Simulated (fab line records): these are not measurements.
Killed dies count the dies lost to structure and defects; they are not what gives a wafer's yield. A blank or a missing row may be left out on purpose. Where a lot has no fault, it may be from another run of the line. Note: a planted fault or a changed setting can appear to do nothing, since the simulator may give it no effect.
Which tool did it? -- flow n5Finfet -- 72 wafers from 24 lots sampled at 4 of the route's 1938 steps

== WHAT THE GAUGES SHOWED, per wafer ==
N5_PMOS_HMC_CHANNEL_EPI_INSPECT_30: inspects for defects (darkfield). Usual: 18 for rawDefectCount, sd 5.6.
lot,measured,on,rawDefectCount,flag
L074,day 1 22:31,defectInspect-02,12 18 12,
L075,day 2 02:37,defectInspect-01,20 11 13,
L076,day 2 07:57,defectInspect-02,9 25 19,
L077,day 2 14:41,defectInspect-01,11 11 14,
L078,day 2 23:13,defectInspect-01,24 15 15,
L079,day 3 02:14,defectInspect-01,14 22 13,
L080,day 3 08:01,defectInspect-02,13 12 24,
L081,day 3 13:55,defectInspect-01,22 14 17,
L082,day 3 20:32,defectInspect-01,14 18 16,
L083,day 4 02:14,defectInspect-01,10 21 24,
L084,day 4 08:15,defectInspect-01,17 33 10,
L085,day 4 14:08,defectInspect-01,23 21 12,
L086,day 4 19:58,defectInspect-01,19 11 9,
L087,day 5 01:53,defectInspect-02,20 13 10,
L088,day 5 07:46,defectInspect-01,18 19 20,
L089,day 5 14:08,defectInspect-01,20 25 17,
L090,day 5 20:47,defectInspect-01,12 9 15,
L091,day 6 03:13,defectInspect-02,10 17 22,
L092,day 6 08:43,defectInspect-01,22 17 16,
L093,day 6 14:43,defectInspect-01,16 15 16,
L094,day 6 20:41,defectInspect-01,12 12 14,
L095,day 7 02:16,defectInspect-02,23 14 33,
L096,day 7 09:23,defectInspect-01,17 24 21,
L097,day 7 14:39,defectInspect-02,13 13 21,

== WHAT TOOL EACH LOT RAN ON (gives the tool, then ch and the chambers of the sampled wafers, and finally the start) ==
lot,N5_ZERO_LAYER_PECVD_02,N5_ZERO_LAYER_DESCUM_16,N5_WELL_APT_DESCUM_13
L074,"pecvd-04 ch 0,2, day 1 12:17","rieDiel-01 ch 0,1,3, day 1 13:17","rieDiel-06 ch 0,1,3, day 1 14:52"
L075,"pecvd-03 ch 1, day 1 18:17","rieDiel-03 ch 2,3, day 1 19:31","rieDiel-04 ch 0,1,3, day 1 20:35"
L076,"pecvd-02 ch 0,1,2, day 2 00:17","rieDiel-03 ch 0,2, day 2 00:48","rieDiel-06 ch 1,2,3, day 2 01:53"
L077,"pecvd-03 ch 0,1, day 2 06:17","rieDiel-01 ch 0,1,3, day 2 06:41","rieDiel-04 ch 0,1,3, day 2 07:47"
L078,"pecvd-02 ch 1,2, day 2 12:17","rieDiel-01 ch 0,2,3, day 2 12:42","rieDiel-04 ch 0,1,2, day 2 15:19"
L079,"pecvd-02 ch 1,2, day 2 18:17","rieDiel-03 ch 0,1, day 2 18:41","rieDiel-05 ch 1,2, day 2 19:56"
L080,"pecvd-04 ch 0,1, day 3 00:17","rieDiel-02 ch 1,3, day 3 00:48","rieDiel-06 ch 0,1, day 3 01:54"
L081,"pecvd-02 ch 0,1,2, day 3 06:18","rieDiel-03 ch 0,2,3, day 3 06:53","rieDiel-06 ch 0,1,3, day 3 07:51"
L082,"pecvd-02 ch 0,1,2, day 3 12:19","rieDiel-03 ch 0,1, day 3 12:49","rieDiel-06 ch 0,1,3, day 3 14:09"
L083,"pecvd-02 ch 1,2, day 3 18:17","rieDiel-03 ch 1,3, day 3 18:41","rieDiel-05 ch 1,2,3, day 3 19:52"
L084,"pecvd-03 ch 1, day 4 00:17","rieDiel-03 ch 1,3, day 4 00:43","rieDiel-06 ch 0,1,2, day 4 01:44"
L085,"pecvd-02 ch 0,2, day 4 06:17","rieDiel-03 ch 0,1,3, day 4 06:41","rieDiel-05 ch 0,1,3, day 4 07:40"
L086,"pecvd-03 ch 0,1, day 4 12:17","rieDiel-03 ch 1,2,3, day 4 12:50","rieDiel-06 ch 0,2,3, day 4 13:47"
L087,"pecvd-03 ch 0,1, day 4 18:17","rieDiel-01 ch 0,2,3, day 4 18:43","rieDiel-05 ch 0,2, day 4 19:49"
L088,"pecvd-02 ch 1,2, day 5 00:17","rieDiel-01 ch 0,1, day 5 00:43","rieDiel-04 ch 0,2,3, day 5 01:50"
L089,"pecvd-02 ch 1,2, day 5 06:17","rieDiel-02 ch 0,1, day 5 06:52","rieDiel-04 ch 2,3, day 5 07:50"
L090,"pecvd-04 ch 0,1, day 5 12:18","rieDiel-03 ch 1,2,3, day 5 12:42","rieDiel-05 ch 1,2,3, day 5 13:40"
L091,"pecvd-02 ch 1,2, day 5 18:19","rieDiel-03 ch 1,2,3, day 5 18:43","rieDiel-04 ch 0,1, day 5 19:49"
L092,"pecvd-04 ch 0,1,2, day 6 00:19","rieDiel-02 ch 1,2, day 6 00:49","rieDiel-04 ch 1,2,3, day 6 01:54"
L093,"pecvd-02 ch 0,2, day 6 06:17","rieDiel-02 ch 0,2,3, day 6 07:08","rieDiel-04 ch 0,2,3, day 6 08:14"
L094,"pecvd-03 ch 0,1,2, day 6 12:17","rieDiel-02 ch 0,2,3, day 6 12:41","rieDiel-06 ch 0,1,3, day 6 13:38"
L095,"pecvd-02 ch 0,1, day 6 18:17","rieDiel-01 ch 1,2,3, day 6 18:41","rieDiel-06 ch 2,3, day 6 19:43"
L096,"pecvd-02 ch 0,2, day 7 00:17","rieDiel-01 ch 1,2, day 7 00:41","rieDiel-04 ch 0,2, day 7 01:51"
L097,"pecvd-03 ch 0,2, day 7 06:17","rieDiel-03 ch 0,1, day 7 06:52","rieDiel-05 ch 0,2,3, day 7 07:58"
- N5_ZERO_LAYER_PECVD_02: deposits SiO2 from SiH4/N2O, target thk 10 nm, time 6 s.
- N5_ZERO_LAYER_DESCUM_16: chemistry O2, time 7.9 s.
- N5_WELL_APT_DESCUM_13: chemistry O2, time 7.9 s.

== AS READ BY THE TOOLS THEMSELVES (means over the sampled wafers that have a number; for cases with no such wafer, the mark the record gives instead) ==
N5_ZERO_LAYER_PECVD_02. Usual: heaterPowerW 804 W, standard deviation 85; showerheadPlenumPTorr 8.13 Torr, standard deviation 0.12.
lot,tool,heaterPowerW (W),showerheadPlenumPTorr (Torr),flag
L074,pecvd-04,689,8.04,
L075,pecvd-03,648,8.23,
L076,pecvd-02,858,8.07,
L077,pecvd-03,797,8.25,
L078,pecvd-02,845,8.05,
L079,pecvd-02,900,8.10,
L080,pecvd-04,702,8.06,
L081,pecvd-02,817,8.07,
L082,pecvd-02,845,8.07,
L083,pecvd-02,853,8.05,
L084,pecvd-03,724,8.25,
L085,pecvd-02,847,8.00,
L086,pecvd-03,759,8.23,
L087,pecvd-03,803,8.24,
L088,pecvd-02,874,8.03,
L089,pecvd-02,839,8.11,
L090,pecvd-04,686,8.05,
L091,pecvd-02,847,8.12,
L092,pecvd-04,701,8.15,
L093,pecvd-02,882,8.00,
L094,pecvd-03,719,8.24,
L095,pecvd-02,877,8.10,
L096,pecvd-02,880,8.01,
L097,pecvd-03,738,8.22,

N5_ZERO_LAYER_DESCUM_16. Usual: drypumpMotorCurrentA 5.6 A, standard deviation 0.32; oesProductAu 0.77 a.u., standard deviation 0.056; rfVppV 243.0 V, standard deviation 1.3; showerheadPlenumPTorr 2.09 Torr, standard deviation 0.067; throttleValvePct 20.65 %, standard deviation 0.19.
lot,tool,drypumpMotorCurrentA (A),oesProductAu (a.u.),rfVppV (V),showerheadPlenumPTorr (Torr),throttleValvePct (%),flag
L074,rieDiel-01,6.1,0.77,242.5,2.07,20.57,
L075,rieDiel-03,5.4,0.79,243.5,2.11,20.82,
L076,rieDiel-03,5.4,0.80,242.7,2.11,20.64,
L077,rieDiel-01,6.0,0.77,242.4,2.07,20.58,
L078,rieDiel-01,5.9,0.76,243.2,2.10,20.60,
L079,rieDiel-03,5.6,0.76,242.4,2.07,20.61,
L080,rieDiel-02,5.2,0.72,242.3,2.06,20.87,
L081,rieDiel-03,5.4,0.79,243.4,2.11,20.71,
L082,rieDiel-03,5.8,0.74,242.8,2.02,20.68,
L083,rieDiel-03,5.6,0.75,242.8,2.06,20.85,
L084,rieDiel-03,5.6,0.76,241.7,2.06,20.85,
L085,rieDiel-03,5.6,0.74,243.1,2.06,20.73,
L086,rieDiel-03,5.6,0.76,242.7,2.06,20.81,
L087,rieDiel-01,5.9,0.75,242.6,2.09,20.61,
L088,rieDiel-01,5.8,0.75,242.6,2.10,20.71,
L089,rieDiel-02,5.6,0.80,243.9,2.14,20.45,
L090,rieDiel-03,5.6,0.75,243.1,2.06,20.81,
L091,rieDiel-03,5.6,0.75,242.4,2.06,20.81,
L092,rieDiel-02,5.6,0.74,243.2,2.10,20.61,
L093,rieDiel-02,5.5,0.87,243.5,2.13,20.41,
L094,rieDiel-02,5.5,0.87,243.2,2.12,20.41,
L095,rieDiel-01,6.0,0.74,243.3,2.08,20.60,
L096,rieDiel-01,5.8,0.74,242.7,2.11,20.68,
L097,rieDiel-03,5.6,0.73,242.6,2.05,20.66,

N5_WELL_APT_DESCUM_13. Usual: drypumpMotorCurrentA 5.69 A, standard deviation 0.28; oesProductAu 0.79 a.u., standard deviation 0.11; rfVppV 243.4 V, standard deviation 1.5; showerheadPlenumPTorr 2.11 Torr, standard deviation 0.079; throttleValvePct 20.37 %, standard deviation 0.27.
lot,tool,drypumpMotorCurrentA (A),oesProductAu (a.u.),rfVppV (V),showerheadPlenumPTorr (Torr),throttleValvePct (%),flag
L074,rieDiel-06,5.48,0.78,243.3,2.06,20.32,
L075,rieDiel-04,5.84,0.70,242.1,2.07,20.56,
L076,rieDiel-06,5.54,0.78,243.6,2.06,20.17,
L077,rieDiel-04,5.83,0.70,242.9,2.07,20.57,
L078,rieDiel-04,5.65,0.71,242.4,2.08,20.59,
L079,rieDiel-05,6.03,0.86,244.0,2.13,20.30,
L080,rieDiel-06,5.61,0.91,243.4,2.11,20.22,
L081,rieDiel-06,5.50,0.86,243.8,2.14,20.20,
L082,rieDiel-06,5.49,0.85,244.5,2.14,20.19,
L083,rieDiel-05,5.96,0.77,243.5,2.11,20.37,
L084,rieDiel-06,5.65,0.93,243.5,2.17,20.14,
L085,rieDiel-05,5.75,0.73,244.4,2.11,20.29,
L086,rieDiel-06,5.54,0.86,244.9,2.20,20.13,
L087,rieDiel-05,5.95,0.86,243.9,2.12,20.35,
L088,rieDiel-04,5.65,0.77,243.9,2.10,20.54,
L089,rieDiel-04,5.63,0.77,242.6,2.07,20.71,
L090,rieDiel-05,5.95,0.75,243.7,2.10,20.38,
L091,rieDiel-04,5.86,0.67,243.3,2.12,20.56,
L092,rieDiel-04,5.85,0.76,243.9,2.12,20.65,
L093,rieDiel-04,5.63,0.76,243.1,2.10,20.55,
L094,rieDiel-06,5.48,0.81,243.3,2.13,20.24,
L095,rieDiel-06,5.42,0.77,245.4,2.16,20.07,
L096,rieDiel-04,5.43,0.68,241.9,2.04,20.56,
L097,rieDiel-05,5.87,0.77,242.6,2.10,20.42,

== THE ANSWER, worked out from the rows above alone ==
Rule: a lot is off if the mean of its wafers that have a number lies more than 3 standard deviations from the usual mean. A lot without any number at a reading at which 4 lots or more have one is off too. Where the step has rows for the other lots, those lots are counted as sound. After the gauges, taken in route order, come the tools' own readings; for these a lot's mean is taken, as printed above. The first step at which some lot is off is used, and at that step the reading that is off furthest; a lot without a number counts as furthest.
None of the lots is off at any reading shown; this tells nothing.

== WHAT WAS PUT IN BY THE SIMULATOR ==
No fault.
